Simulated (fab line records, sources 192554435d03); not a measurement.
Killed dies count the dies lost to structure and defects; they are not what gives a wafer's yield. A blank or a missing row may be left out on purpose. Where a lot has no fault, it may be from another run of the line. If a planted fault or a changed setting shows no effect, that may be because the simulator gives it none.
fab line records	flow n5Finfet
record: lots: 24	wafers: 72	lastDay: 17
route steps=1938 shown HKMG_FIN@445 GATE_CUT@474
lots with no fault: from the same line, run without faults
startH: hours from the record's opening day to when the first of the lot's shown wafers began	waitH: how many hours have passed since the lot's step before this one	" the same as in the row above	L1.1+2: a single row standing in for several wafers	- either no value or no given start	* or withheld: withheld	< > ~ a bound
route shown NAME@n: NAME is a module with steps in the file, n the number in the route of the first one	usual: average and standard deviation across the fault-free wafers	same: alike in all rows	chamber/n: place in a boat	sites: readings site by site	_std_site: the values' standard deviation	_edge_site: mean of outer sites minus mean of inner sites	radiusMm: for every site, how far away it sits from the centre of the wafer	mask NAME#n: copy n	behind: tool/chamber where the wafer was last shaped	hold: why the lot was held/for how many hours/how that ended	device: names the non-switching transistor (n, p or np)	end of line: the route-end tests of the same wafers	step lacking rows: just its recipe	killed: the dies lost at the first sort to structure and to defects; this is not the yield of the wafer	map: dies across one wafer; x = killed, . = not, _ = none there
set.NAME: the run value of the setting; set.NAME@STEP: its run value at that earlier step	model.NAME: the simulator's own value behind a step, which no gauge read
route steps across a sampled set of lots; one table per step, one row per wafer
services: from which hour (startH, from the record's first day; less than 0 if before it) a tool's chamber was out of use, for how many hours, and why
== steps ==
step: N5_HKMG_FIN_STRIP_89
recipe: chemistry: N2/H2	material: SOC	timeS: 20	powerW: 500	tempC: 40	pressureMtorr: 50	rfFrequencyHz: 6e+07	biasPowerW: 8	h2Frac: 0.5	n2FlowSccm: 300	h2FlowSccm: 300
usual: drypumpMotorCurrentA: 5.6/0.51	oesProductAu: 0.84/0.07	rfVppV: 54.3/0.81	showerheadPlenumPTorr: 3.40/0.13	throttleValvePct: 18.81/0.29
lot.wafer	tool	chamber	startH	waitH	drypumpMotorCurrentA	oesProductAu	rfHoursCounterH	rfVppV	showerheadPlenumPTorr	throttleValvePct
L074.4	rieDiel-02	0	82.66	0.0	5.8	0.96	4	54.1	3.46	18.62
L074.5	"	0	"	"	5.8	0.97	-	56.3	3.46	18.63
L074.6	"	1	"	"	5.6	0.92	-	54.6	3.43	18.30
L075.2	rieDiel-02	0	86.60	0.0	5.8	0.95	6	55.7	3.46	18.64
L075.3	"	1	"	"	5.6	0.91	24	54.3	3.43	18.32
L075.4	"	3	"	"	4.7	0.87	35	55.4	3.27	18.63
L076.1	rieDiel-02	2	91.62	0.0	5.8	0.86	46	55.5	3.57	18.89
L076.3	"	0	"	"	5.8	0.93	9	54.2	3.46	18.62
L076.4	"	1	"	"	5.6	0.91	27	54.3	3.42	18.31
L077.2	rieDiel-02	2	96.51	0.0	5.8	0.87	47	55.1	3.57	18.90
L077.4	"	1	"	"	5.6	0.91	29	53.8	3.42	18.33
L077.5	"	2	"	"	5.8	0.87	-	53.1	3.57	18.90
L078.1	rieDiel-02	1	105.08	0.0	5.6	0.89	32	53.9	3.42	18.32
L078.2	"	2	"	"	5.8	0.86	50	54.0	3.57	18.91
L078.4	"	0	"	"	5.9	0.92	14	53.5	3.46	18.65
L079.2	rieDiel-01	0	106.57	0.0	6.1	0.76	195	54.4	3.21	19.13
L079.3	"	1	"	"	5.3	0.72	184	55.0	3.35	19.21
L079.5	"	0	"	"	6.1	0.75	-	53.5	3.21	19.13
L080.1	rieDiel-02	0	117.46	0.0	5.8	0.90	19	54.4	3.45	18.66
L080.5	"	1	"	"	5.6	0.89	-	54.1	3.42	18.33
L080.6	"	0	"	"	5.9	0.90	-	54.7	3.45	18.67
L081.2	rieDiel-02	0	120.70	0.0	5.8	0.90	20	55.5	3.45	18.67
L081.3	"	2	"	"	5.8	0.85	59	54.4	3.56	18.93
L081.5	"	2	"	"	5.8	0.84	-	53.7	3.56	18.92
L082.1	rieDiel-02	2	130.38	0.0	5.8	0.84	64	55.4	3.56	18.94
L082.4	"	0	"	"	5.9	0.89	26	54.8	3.45	18.67
L082.6	"	3	"	"	4.7	0.85	-	53.3	3.26	18.66
L083.1	rieDiel-06	1	139.03	0.0	6.6	0.81	94	53.7	3.26	19.21
L083.2	"	2	"	"	5.4	0.93	19	52.9	3.57	18.90
L083.5	"	3	"	"	5.2	0.89	-	53.8	3.52	18.47
L084.1	rieDiel-06	1	143.37	0.0	6.7	0.80	96	53.6	3.26	19.20
L084.2	"	2	"	"	5.4	0.92	20	54.3	3.57	18.91
L084.4	"	3	"	"	5.1	0.89	38	55.6	3.52	18.45
L085.2	rieDiel-06	3	149.80	0.0	5.2	0.88	42	55.4	3.52	18.47
L085.5	"	0	"	"	5.3	0.93	-	53.8	3.58	18.69
L085.6	"	3	"	"	5.2	0.88	-	55.4	3.52	18.49
L086.1	rieDiel-01	1	155.79	0.0	5.3	0.71	207	55.1	3.34	19.23
L086.3	"	2	"	"	6.4	0.71	250	54.0	3.29	18.85
L086.4	"	3	"	"	5.8	0.87	29	55.5	3.28	18.76
L087.3	rieDiel-01	0	156.84	0.0	6.1	0.72	218	53.4	3.19	19.17
L087.4	"	1	"	"	5.4	0.69	-	53.9	3.34	19.26
L087.6	"	3	"	"	5.8	0.85	-	52.1	3.28	18.75
L088.3	rieDiel-01	0	164.23	0.0	6.1	0.73	221	54.0	3.19	19.18
L088.5	"	3	"	"	5.7	0.86	-	54.9	3.28	18.77
L088.6	"	1	"	"	5.3	0.70	-	55.4	3.34	19.26
L089.4	rieDiel-01	3	171.32	0.0	5.7	0.86	-	52.7	3.27	18.77
L089.5	"	1	"	"	5.3	0.70	-	54.7	3.34	19.25
L089.6	"	0	"	"	6.1	0.72	-	53.9	3.19	19.19
L090.3	rieDiel-06	2	175.00	0.0	5.5	0.90	33	54.0	3.56	18.91
L090.5	"	0	"	"	5.3	0.90	-	53.1	3.58	18.69
L090.6	"	1	"	"	6.7	0.80	-	54.9	3.25	19.23
L091.1	rieDiel-06	2	182.52	0.0	5.5	0.90	36	54.5	3.56	18.93
L091.4	"	0	"	"	5.3	0.90	21	54.0	3.57	18.71
L091.5	"	2	"	"	5.5	0.89	-	54.2	3.56	18.92
L092.1	rieDiel-06	2	187.30	0.0	5.4	0.89	37	55.1	3.56	18.94
L092.3	"	0	"	"	5.3	0.90	23	54.0	3.57	18.69
L092.6	"	2	"	"	5.4	0.90	-	54.0	3.56	18.92
L093.2	rieDiel-02	2	195.92	0.0	5.8	0.82	88	55.0	3.55	18.98
L093.4	"	0	"	"	5.8	0.86	48	54.9	3.44	18.70
L093.6	"	0	"	"	5.8	0.85	-	54.6	3.44	18.71
L094.1	rieDiel-06	0	196.49	0.0	5.3	0.88	26	53.0	3.57	18.71
L094.2	"	3	"	"	5.1	0.85	59	54.9	3.51	18.50
L094.6	"	2	"	"	5.4	0.88	-	55.7	3.56	18.92
L095.1	rieDiel-06	0	203.76	0.0	5.3	0.87	28	55.5	3.57	18.71
L095.5	"	0	"	"	5.3	0.88	-	53.9	3.57	18.73
L095.6	"	1	"	"	6.7	0.79	-	53.9	3.25	19.23
L096.1	rieDiel-02	0	209.61	0.0	5.9	0.85	54	54.5	3.43	18.72
L096.2	"	3	"	"	4.7	0.81	85	55.3	3.25	18.72
L096.6	"	0	"	"	5.8	0.84	-	54.4	3.43	18.71
L097.1	rieDiel-01	3	214.89	0.0	5.7	0.82	54	53.8	3.27	18.80
L097.3	"	1	"	"	5.3	0.68	232	55.2	3.33	19.28
L097.5	"	3	"	"	5.7	0.83	-	53.3	3.26	18.79
step: N5_GATE_CUT_PECVD_57
recipe: material: SiNx	targetThkA: 210	tempC: 400	precursor: SiH4/NH3/N2	pressureTorr: 1.5	rfW: 300
usual: heaterPowerW: 726/99	showerheadPlenumPTorr: 5.17/0.079	showerheadVppV: 1072/42	throttleValvePct: 41.0/2.8
lot.wafer	tool	chamber	startH	waitH	heaterPowerW	showerheadPlenumPTorr	showerheadVppV	throttleValvePct
L074.4	pecvd-02	0	88.70	1.1	902	5.12	1099	38.9
L074.5	"	1	"	"	805	5.14	1070	40.0
L074.6	"	2	"	"	841	5.03	1145	38.9
L075.2	pecvd-01	2	92.83	1.1	712	5.18	1090	40.8
L075.3	"	0	"	"	684	5.34	1091	44.5
L075.4	"	2	"	"	744	5.18	1113	40.7
L076.1	pecvd-01	1	97.81	1.1	656	5.14	986	40.3
L076.3	"	2	"	"	725	5.18	1113	40.9
L076.4	"	0	"	"	705	5.32	1083	44.6
L077.2	pecvd-03	2	102.35	1.1	859	5.11	1080	38.2
L077.4	"	2	"	"	822	5.11	1089	38.4
L077.5	"	1	"	"	625	5.20	1044	37.1
L078.1	pecvd-03	2	111.52	1.1	877	5.10	1077	38.4
L078.2	"	0	"	"	716	5.14	1106	44.9
L078.4	"	2	"	"	908	5.10	1056	38.7
L079.2	pecvd-03	1	112.51	1.1	628	5.18	1041	37.4
L079.3	"	0	"	"	697	5.12	1092	44.8
L079.5	"	2	"	"	857	5.11	1080	38.6
L080.1	pecvd-01	0	123.40	1.1	733	5.33	1076	45.0
L080.5	"	0	"	"	726	5.32	1094	44.8
L080.6	"	1	"	"	699	5.14	998	40.3
L081.2	pecvd-01	2	126.64	1.1	645	5.18	1079	41.2
L081.3	"	0	"	"	652	5.32	1088	45.1
L081.5	"	2	"	"	677	5.18	1099	41.2
L082.1	pecvd-01	2	136.46	1.1	681	5.18	1087	41.2
L082.4	"	1	"	"	747	5.14	1001	40.6
L082.6	"	0	"	"	719	5.33	1081	44.8
L083.1	pecvd-01	1	145.51	1.1	780	5.15	987	40.5
L083.2	"	2	"	"	696	5.19	1116	41.1
L083.5	"	2	"	"	677	5.19	1110	41.3
L084.1	pecvd-01	0	149.24	1.1	720	5.32	1089	45.3
L084.2	"	1	"	"	759	5.15	989	40.3
L084.4	"	2	"	"	605	5.18	1089	41.0
L085.2	pecvd-03	2	155.68	1.1	924	5.11	1080	38.5
L085.5	"	1	"	"	619	5.20	1058	37.2
L085.6	"	0	"	"	745	5.12	1111	44.8
L086.1	pecvd-01	1	161.75	1.1	647	5.14	992	40.4
L086.3	"	2	"	"	677	5.19	1100	41.2
L086.4	"	2	"	"	662	5.18	1123	41.3
L087.3	pecvd-02	1	162.79	1.1	789	5.15	1083	40.1
L087.4	"	1	"	"	791	5.12	1080	40.1
L087.6	"	0	"	"	793	5.12	1107	39.2
L088.3	pecvd-03	1	170.69	1.1	563	5.20	1064	37.4
L088.5	"	1	"	"	549	5.20	1044	37.2
L088.6	"	0	"	"	640	5.11	1081	45.0
L089.4	pecvd-01	2	177.78	1.1	701	5.20	1116	41.3
L089.5	"	1	"	"	721	5.14	1000	40.5
L089.6	"	0	"	"	698	5.33	1090	45.0
L090.3	pecvd-03	2	180.93	1.1	888	5.10	1062	38.8
L090.5	"	1	"	"	540	5.19	1040	37.2
L090.6	"	0	"	"	630	5.12	1114	45.1
L091.1	pecvd-03	1	188.57	1.1	562	5.19	1046	37.2
L091.4	"	0	"	"	740	5.11	1079	44.9
L091.5	"	2	"	"	890	5.12	1077	38.3
L092.1	pecvd-02	1	193.98	1.1	747	5.14	1085	40.0
L092.3	"	0	"	"	936	5.11	1108	39.0
L092.6	"	0	"	"	891	5.13	1115	39.2
L093.2	pecvd-03	1	201.85	1.1	615	5.21	1043	37.3
L093.4	"	0	"	"	667	5.12	1092	44.8
L093.6	"	1	"	"	620	5.19	1041	37.3
L094.1	pecvd-03	0	202.34	1.1	639	5.12	1102	45.2
L094.2	"	1	"	"	542	5.20	1062	37.2
L094.6	"	0	"	"	639	5.11	1100	44.7
L095.1	pecvd-01	1	209.79	1.1	717	5.14	985	40.6
L095.5	"	1	"	"	708	5.14	990	40.4
L095.6	"	0	"	"	713	5.32	1079	45.7
L096.1	pecvd-02	2	215.44	1.1	921	5.03	1140	39.2
L096.2	"	1	"	"	763	5.12	1105	40.1
L096.6	"	2	"	"	914	5.05	1129	38.7
L097.1	pecvd-01	1	221.12	1.1	728	5.12	978	40.6
L097.3	"	1	"	"	709	5.14	996	40.4
L097.5	"	0	"	"	673	5.32	1062	45.8
step: N5_GATE_CUT_INSPECT_15
recipe: mode: adi	inspectInstrument: brightfield
usual: rawDefectCount: 135/52
lot.wafer	tool	chamber	startH	waitH	rawDefectCount
L074.4	defectInspect-01	-	89.51	0.0	162
L074.5	"	-	"	"	132
L074.6	"	-	"	"	152
L075.2	defectInspect-02	-	93.67	0.0	93
L075.3	"	-	"	"	81
L075.4	"	-	"	"	76
L076.1	defectInspect-02	-	98.77	0.1	68
L076.3	"	-	"	"	144
L076.4	"	-	"	"	116
L077.2	defectInspect-01	-	103.30	0.0	156
L077.4	"	-	"	"	184
L077.5	"	-	"	"	107
L078.1	defectInspect-01	-	112.37	0.1	145
L078.2	"	-	"	"	96
L078.4	"	-	"	"	108
L079.2	defectInspect-01	-	113.35	0.0	93
L079.3	"	-	"	"	172
L079.5	"	-	"	"	200
L080.1	defectInspect-01	-	124.37	0.1	119
L080.5	"	-	"	"	158
L080.6	"	-	"	"	63
L081.2	defectInspect-02	-	127.60	0.0	105
L081.3	"	-	"	"	84
L081.5	"	-	"	"	94
L082.1	defectInspect-01	-	137.41	0.1	73
L082.4	"	-	"	"	98
L082.6	"	-	"	"	100
L083.1	defectInspect-01	-	146.36	0.1	127
L083.2	"	-	"	"	167
L083.5	"	-	"	"	144
L084.1	defectInspect-02	-	150.07	0.1	163
L084.2	"	-	"	"	187
L084.4	"	-	"	"	202
L085.2	defectInspect-01	-	156.64	0.0	150
L085.5	"	-	"	"	106
L085.6	"	-	"	"	135
L086.1	defectInspect-01	-	162.58	0.1	113
L086.3	"	-	"	"	98
L086.4	"	-	"	"	95
L087.3	defectInspect-01	-	163.75	0.0	272
L087.4	"	-	"	"	280
L087.6	"	-	"	"	105
L088.3	defectInspect-01	-	171.65	0.0	82
L088.5	"	-	"	"	80
L088.6	"	-	"	"	86
L089.4	defectInspect-02	-	178.72	0.0	159
L089.5	"	-	"	"	170
L089.6	"	-	"	"	193
L090.3	defectInspect-02	-	181.76	0.0	83
L090.5	"	-	"	"	108
L090.6	"	-	"	"	70
L091.1	defectInspect-01	-	189.53	0.1	232
L091.4	"	-	"	"	162
L091.5	"	-	"	"	172
L092.1	defectInspect-01	-	194.94	0.1	94
L092.3	"	-	"	"	75
L092.6	"	-	"	"	100
L093.2	defectInspect-01	-	202.81	0.0	154
L093.4	"	-	"	"	189
L093.6	"	-	"	"	130
L094.1	defectInspect-02	-	203.17	0.1	148
L094.2	"	-	"	"	181
L094.6	"	-	"	"	169
L095.1	defectInspect-02	-	210.75	0.1	165
L095.5	"	-	"	"	158
L095.6	"	-	"	"	146
L096.1	defectInspect-01	-	216.39	0.1	75
L096.2	"	-	"	"	96
L096.6	"	-	"	"	135
L097.1	defectInspect-01	-	222.12	0.1	404
L097.3	"	-	"	"	236
L097.5	"	-	"	"	255
step: N5_GATE_CUT_ETCH_19
recipe: chemistry: CH3F/O2	target: SiNx	maskMaterial: SiO2	targetDepthA: 537	timeS: 76.7	pressureMtorr: 30	sourceW: 395	biasW: 73	Ar_flow_sccm: 150	CH3F_flow_sccm: 30	O2_flow_sccm: 20	ionEnergyEv: 120	ends: cleared
usual: drypumpMotorCurrentA: 5.6/0.52	etchRfOnTimeS: 76.9/1.3	oesProductAu: 0.66/0.079	rfVppV: 294/4.9	showerheadPlenumPTorr: 1.99/0.071	throttleValvePct: 16.28/0.25
lot.wafer	tool	chamber	startH	waitH	drypumpMotorCurrentA	etchRfOnTimeS	oesProductAu	rfHoursCounterH	rfVppV	showerheadPlenumPTorr	throttleValvePct
L074.4	rieDiel-03	3	89.83	0.0	5.4	78.2	0.60	228	292	1.98	16.66
L074.5	"	3	"	"	5.4	78.3	0.60	-	291	1.98	16.65
L074.6	"	0	"	"	5.6	77.2	0.60	-	290	1.97	16.49
L075.2	rieDiel-03	0	94.03	0.0	5.6	78.1	0.60	215	291	1.97	16.51
L075.3	"	1	"	"	4.9	76.1	0.78	15	300	2.12	16.39
L075.4	"	2	"	"	6.6	77.0	0.67	127	299	2.08	16.19
L076.1	rieDiel-05	3	99.09	0.0	5.0	76.0	0.60	224	289	1.97	16.11
L076.3	"	0	"	"	5.5	75.6	0.81	17	295	2.04	15.76
L076.4	"	2	"	"	5.7	77.7	0.58	215	297	2.06	16.09
L077.2	rieDiel-04	3	103.62	0.0	6.1	76.1	0.68	102	287	1.92	16.25
L077.4	"	1	"	"	5.0	76.8	0.64	145	289	1.92	16.32
L077.5	"	3	"	"	6.1	76.4	0.68	-	288	1.92	16.24
L078.1	rieDiel-03	1	112.79	0.0	4.9	76.1	0.78	20	299	2.12	16.41
L078.2	"	3	"	"	5.5	77.2	0.59	235	292	1.97	16.68
L078.4	"	0	"	"	5.6	76.9	0.60	221	290	1.97	16.53
L079.2	rieDiel-04	0	113.66	0.0	5.1	75.7	0.62	187	302	1.90	16.21
L079.3	"	2	"	"	6.3	75.3	0.62	197	288	1.97	16.55
L079.5	"	2	"	"	6.3	75.7	0.62	-	287	1.97	16.53
L080.1	rieDiel-05	3	124.69	0.0	5.0	76.5	0.60	231	288	1.97	16.10
L080.5	"	0	"	"	5.5	76.0	0.79	-	297	2.04	15.77
L080.6	"	3	"	"	5.0	77.0	0.59	-	289	1.97	16.12
L081.2	rieDiel-04	2	128.09	0.0	6.2	75.2	0.62	202	287	1.97	16.54
L081.3	"	0	"	"	5.1	75.5	0.62	192	302	1.90	16.23
L081.5	"	2	"	"	6.3	75.3	0.61	-	287	1.97	16.53
L082.1	rieDiel-03	2	137.73	0.0	6.6	77.2	0.66	140	300	2.08	16.23
L082.4	"	1	"	"	4.9	76.1	0.76	29	300	2.11	16.42
L082.6	"	3	"	"	5.4	77.0	0.60	-	292	1.97	16.69
L083.1	rieDiel-03	3	146.68	0.0	5.4	77.6	0.59	246	292	1.97	16.69
L083.2	"	1	"	"	4.9	75.8	0.76	32	299	2.11	16.42
L083.5	"	1	"	"	4.9	76.0	0.76	-	300	2.11	16.41
L084.1	rieDiel-05	3	150.39	0.0	5.0	77.2	0.58	240	289	1.96	16.14
L084.2	"	2	"	"	5.7	77.7	0.57	227	297	2.06	16.11
L084.4	"	0	"	"	5.5	76.9	0.76	33	296	2.04	15.79
L085.2	rieDiel-05	0	156.96	0.0	5.5	76.3	0.77	36	298	2.04	15.79
L085.5	"	3	"	"	5.0	76.4	0.59	-	289	1.96	16.15
L085.6	"	0	"	"	5.5	75.8	0.77	-	297	2.04	15.81
L086.1	rieDiel-03	3	162.90	0.0	5.5	76.6	0.59	250	291	1.97	16.69
L086.3	"	0	"	"	5.6	77.6	0.59	237	290	1.97	16.53
L086.4	"	1	"	"	4.9	76.0	0.74	36	300	2.11	16.43
L087.3	rieDiel-04	1	164.06	0.0	5.0	78.0	0.61	163	287	1.92	16.36
L087.4	"	2	"	"	6.3	77.2	0.60	213	287	1.97	16.58
L087.6	"	1	"	"	5.0	78.6	0.61	-	288	1.92	16.35
L088.3	rieDiel-03	1	171.97	0.0	4.9	76.8	0.74	41	300	2.11	16.44
L088.5	"	2	"	"	6.6	76.7	0.66	-	299	2.07	16.24
L088.6	"	1	"	"	4.9	76.9	0.73	-	301	2.11	16.44
L089.4	rieDiel-03	0	179.39	0.0	5.6	77.3	0.59	-	291	1.96	16.56
L089.5	"	1	"	"	4.9	75.9	0.75	-	300	2.11	16.45
L089.6	"	2	"	"	6.6	76.6	0.66	-	299	2.07	16.25
L090.3	rieDiel-05	1	182.29	0.0	5.8	79.5	0.58	240	295	1.89	16.36
L090.5	"	1	"	"	5.8	80.1	0.59	-	294	1.89	16.37
L090.6	"	0	"	"	5.5	76.1	0.76	-	295	2.03	15.81
L091.1	rieDiel-04	2	189.85	0.0	6.3	75.2	0.60	221	287	1.96	16.57
L091.4	"	1	"	"	5.0	77.5	0.62	170	289	1.91	16.37
L091.5	"	0	"	"	5.1	76.1	0.61	-	302	1.89	16.27
L092.1	rieDiel-05	2	195.26	0.0	5.6	78.3	0.56	244	298	2.05	16.15
L092.3	"	0	"	"	5.5	75.9	0.76	50	297	2.03	15.82
L092.6	"	1	"	"	5.8	80.6	0.58	-	294	1.89	16.38
L093.2	rieDiel-03	1	203.13	0.0	4.9	75.9	0.73	53	298	2.10	16.45
L093.4	"	2	"	"	6.6	77.2	0.65	-	298	2.07	16.26
L093.6	"	1	"	"	4.9	75.0	0.74	-	300	2.10	16.47
L094.1	rieDiel-03	2	203.50	0.0	6.6	78.0	0.64	164	298	2.07	16.28
L094.2	"	3	"	"	5.5	75.2	0.81	7	291	1.97	16.22
L094.6	"	2	"	"	6.6	77.9	0.64	-	299	2.07	16.27
L095.1	rieDiel-04	2	211.07	0.0	6.3	76.5	0.59	228	286	1.96	16.61
L095.5	"	0	"	"	5.1	76.9	0.59	-	301	1.89	16.27
L095.6	"	1	"	"	5.0	79.1	0.60	-	286	1.91	16.36
L096.1	rieDiel-05	3	216.92	0.0	5.0	74.3	0.85	4	288	1.96	15.66
L096.2	"	0	"	"	5.5	76.0	0.75	57	298	2.03	15.85
L096.6	"	0	"	"	5.5	76.2	0.76	-	296	2.03	15.85
L097.1	rieDiel-05	3	222.44	0.0	5.0	75.8	0.83	6	288	1.96	15.66
L097.3	"	0	"	"	5.5	77.0	0.74	59	296	2.03	15.85
L097.5	"	2	"	"	5.7	77.7	0.56	-	297	2.05	16.16
step: N5_GATE_CUT_STRIP_21
recipe: chemistry: N2/H2	timeS: 30	powerW: 1000	tempC: 250	pressureMtorr: withheld	n2FlowSccm: 1750	h2FlowSccm: 3250
usual: drypumpMotorCurrentA: 5.6/0.52	heaterPowerW: 306/9.2
lot.wafer	tool	chamber	startH	waitH	drypumpMotorCurrentA	heaterPowerW	rfHoursCounterH
L074.4	plasmaAsher-02	1	90.25	0.1	5.5	299	-
L074.5	"	1	"	"	5.4	301	-
L074.6	"	0	"	"	6.4	308	-
L075.2	plasmaAsher-01	0	94.43	0.0	5.0	328	43
L075.3	"	0	"	"	4.9	321	-
L075.4	"	1	"	"	5.6	308	-
L076.1	plasmaAsher-01	0	99.50	0.0	4.9	321	44
L076.3	"	0	"	"	4.9	316	-
L076.4	"	1	"	"	5.5	307	-
L077.2	plasmaAsher-01	0	104.02	0.0	5.0	324	44
L077.4	"	1	"	"	5.6	306	-
L077.5	"	1	"	"	5.6	305	-
L078.1	plasmaAsher-01	0	113.19	0.0	5.0	325	46
L078.2	"	1	"	"	5.5	304	46
L078.4	"	0	"	"	5.0	325	-
L079.2	plasmaAsher-01	1	114.06	0.0	5.6	305	46
L079.3	"	1	"	"	5.6	304	-
L079.5	"	1	"	"	5.5	303	-
L080.1	plasmaAsher-02	0	125.08	0.0	6.4	305	97
L080.5	"	1	"	"	5.5	299	-
L080.6	"	0	"	"	6.4	307	-
L081.2	plasmaAsher-01	1	128.48	0.0	5.5	308	49
L081.3	"	0	"	"	5.0	324	-
L081.5	"	1	"	"	5.5	307	-
L082.1	plasmaAsher-02	1	138.13	0.0	5.5	289	98
L082.4	"	1	"	"	5.5	298	-
L082.6	"	1	"	"	5.4	294	-
L083.1	plasmaAsher-02	1	147.08	0.0	5.5	292	100
L083.2	"	0	"	"	6.3	302	100
L083.5	"	0	"	"	6.4	298	-
L084.1	plasmaAsher-02	1	150.78	0.0	5.5	302	101
L084.2	"	0	"	"	6.4	309	101
L084.4	"	0	"	"	6.3	298	-
L085.2	plasmaAsher-02	0	157.39	0.1	6.4	294	104
L085.5	"	1	"	"	5.5	296	-
L085.6	"	0	"	"	6.4	308	-
L086.1	plasmaAsher-02	1	163.30	0.0	5.4	302	105
L086.3	"	0	"	"	6.3	304	-
L086.4	"	1	"	"	5.4	300	-
L087.3	plasmaAsher-02	0	164.48	0.1	6.4	313	-
L087.4	"	1	"	"	5.5	293	-
L087.6	"	1	"	"	5.5	290	-
L088.3	plasmaAsher-01	0	172.39	0.1	5.0	326	-
L088.5	"	0	"	"	5.0	318	-
L088.6	"	1	"	"	5.5	307	-
L089.4	plasmaAsher-01	0	179.77	0.1	5.0	318	-
L089.5	"	1	"	"	5.5	305	-
L089.6	"	0	"	"	5.0	321	-
L090.3	plasmaAsher-02	0	182.71	0.1	6.4	307	-
L090.5	"	1	"	"	5.4	305	-
L090.6	"	0	"	"	6.4	314	-
L091.1	plasmaAsher-02	1	190.25	0.0	5.4	291	111
L091.4	"	1	"	"	5.4	297	-
L091.5	"	1	"	"	5.5	302	-
L092.1	plasmaAsher-01	1	195.66	0.0	5.5	304	62
L092.3	"	0	"	"	5.0	318	-
L092.6	"	1	"	"	5.6	304	-
L093.2	plasmaAsher-01	0	203.52	0.0	5.0	316	64
L093.4	"	0	"	"	5.0	320	-
L093.6	"	1	"	"	5.6	306	-
L094.1	plasmaAsher-02	1	203.90	0.0	5.4	292	114
L094.2	"	0	"	"	6.4	307	114
L094.6	"	0	"	"	6.4	304	-
L095.1	plasmaAsher-02	1	211.47	0.0	5.4	297	117
L095.5	"	0	"	"	6.4	298	-
L095.6	"	1	"	"	5.4	295	-
L096.1	plasmaAsher-02	1	217.37	0.1	5.5	296	118
L096.2	"	0	"	"	6.4	294	118
L096.6	"	1	"	"	5.5	302	-
L097.1	plasmaAsher-02	0	222.84	0.0	6.4	303	119
L097.3	"	1	"	"	5.5	301	-
L097.5	"	0	"	"	6.3	306	-
step: N5_GATE_CUT_THK_MEAS_24
recipe: reads: SiO2_of_GATE_CUT_HM_DEP_46+SiO2_flowable_of_ILD0_FCVD_FILL_01
usual: GC_FILL_THK: 218.9/2
lot.wafer	tool	chamber	startH	waitH	GC_FILL_THK[nm]
L074.4	filmMetro-01	-	92.21	-	220.1
L074.5	"	-	"	"	220.4
L074.6	"	-	"	"	221.0
L075.2	filmMetro-02	-	96.45	-	217.2
L075.3	"	-	"	"	218.5
L075.4	"	-	"	"	222.8
L076.1	filmMetro-01	-	101.44	-	219.5
L076.3	"	-	"	"	218.8
L076.4	"	-	"	"	220.4
L077.2	filmMetro-01	-	105.98	0.2	221.1
L077.4	"	-	"	"	222.9
L077.5	"	-	"	"	222.0
L078.1	filmMetro-01	-	115.17	-	214.3
L078.2	"	-	"	"	218.3
L078.4	"	-	"	"	218.1
L079.2	filmMetro-02	-	117.03	-	219.4
L079.3	"	-	"	"	218.4
L079.5	"	-	"	"	221.3
L080.1	filmMetro-01	-	127.31	-	217.4
L080.5	"	-	"	"	222.3
L080.6	"	-	"	"	218.2
L081.2	filmMetro-01	-	131.05	-	219.2
L081.3	"	-	"	"	219.2
L081.5	"	-	"	"	219.2
L082.1	filmMetro-02	-	140.13	-	217.9
L082.4	"	-	"	"	218.9
L082.6	"	-	"	"	220.5
L083.1	filmMetro-02	-	149.06	-	219.7
L083.2	"	-	"	"	220.7
L083.5	"	-	"	"	222.7
L084.1	filmMetro-02	-	152.72	-	216.9
L084.2	"	-	"	"	222.0
L084.4	"	-	"	"	222.3
L085.2	filmMetro-01	-	159.34	-	220.1
L085.5	"	-	"	"	222.4
L085.6	"	-	"	"	221.9
L086.1	filmMetro-01	-	165.65	-	215.1
L086.3	"	-	"	"	217.0
L086.4	"	-	"	"	219.0
L087.3	filmMetro-01	-	166.40	-	217.6
L087.4	"	-	"	"	217.3
L087.6	"	-	"	"	222.2
L088.3	filmMetro-01	-	174.30	-	217.8
L088.5	"	-	"	"	217.3
L088.6	"	-	"	"	220.0
L089.4	filmMetro-01	-	182.48	-	218.7
L089.5	"	-	"	"	217.0
L089.6	"	-	"	"	215.7
L090.3	filmMetro-01	-	185.19	-	220.1
L090.5	"	-	"	"	218.7
L090.6	"	-	"	"	220.0
L091.1	filmMetro-02	-	192.19	-	217.8
L091.4	"	-	"	"	219.7
L091.5	"	-	"	"	221.0
L092.1	filmMetro-01	-	197.60	-	218.8
L092.3	"	-	"	"	217.7
L092.6	"	-	"	"	222.2
L093.2	filmMetro-02	-	205.46	-	219.5
L093.4	"	-	"	"	220.1
L093.6	"	-	"	"	222.1
L094.1	filmMetro-02	-	205.84	-	217.2
L094.2	"	-	"	"	214.6
L094.6	"	-	"	"	216.8
L095.1	filmMetro-02	-	213.40	-	217.8
L095.5	"	-	"	"	217.8
L095.6	"	-	"	"	218.6
L096.1	filmMetro-01	-	219.34	-	217.8
L096.2	"	-	"	"	217.3
L096.6	"	-	"	"	218.4
L097.1	filmMetro-01	-	224.78	-	217.1
L097.3	"	-	"	"	219.1
L097.5	"	-	"	"	221.7
== services ==
tool	chamber	startH	hours	kind
rieDiel-01	3	59.68	14.2	repair
pecvd-03	-	63.00	2.8	pm
pecvd-01	0	66.62	2.1	scheduledDown
rieDiel-01	-	68.27	2.8	pm
rieDiel-02	1	68.50	2.2	repair
rieDiel-06	0	68.51	6.8	repair
pecvd-01	-	73.06	0.9	repair
rieDiel-06	2	83.58	4.7	repair
rieDiel-02	2	92.12	3.4	repair
pecvd-02	2	96.05	17.3	repair
rieDiel-06	-	104.51	28.1	pm
pecvd-02	-	123.70	1.1	repair
pecvd-01	-	123.82	1.4	repair
plasmaAsher-02	-	134.73	1.1	repair
pecvd-02	2	135.92	18.3	repair
rieDiel-02	0	145.20	4.2	repair
rieDiel-03	3	162.99	-	clean
rieDiel-03	3	162.99	-	consumableReplace:focusRing
rieDiel-03	3	162.99	17.8	scheduledDown
rieDiel-03	3	162.99	17.8	ventCycle
rieDiel-04	1	183.48	4.8	repair
pecvd-01	2	217.11	6.5	repair
pecvd-03	0	218.77	14.6	repair
rieDiel-06	3	219.51	1.4	repair
== key ==
fault none
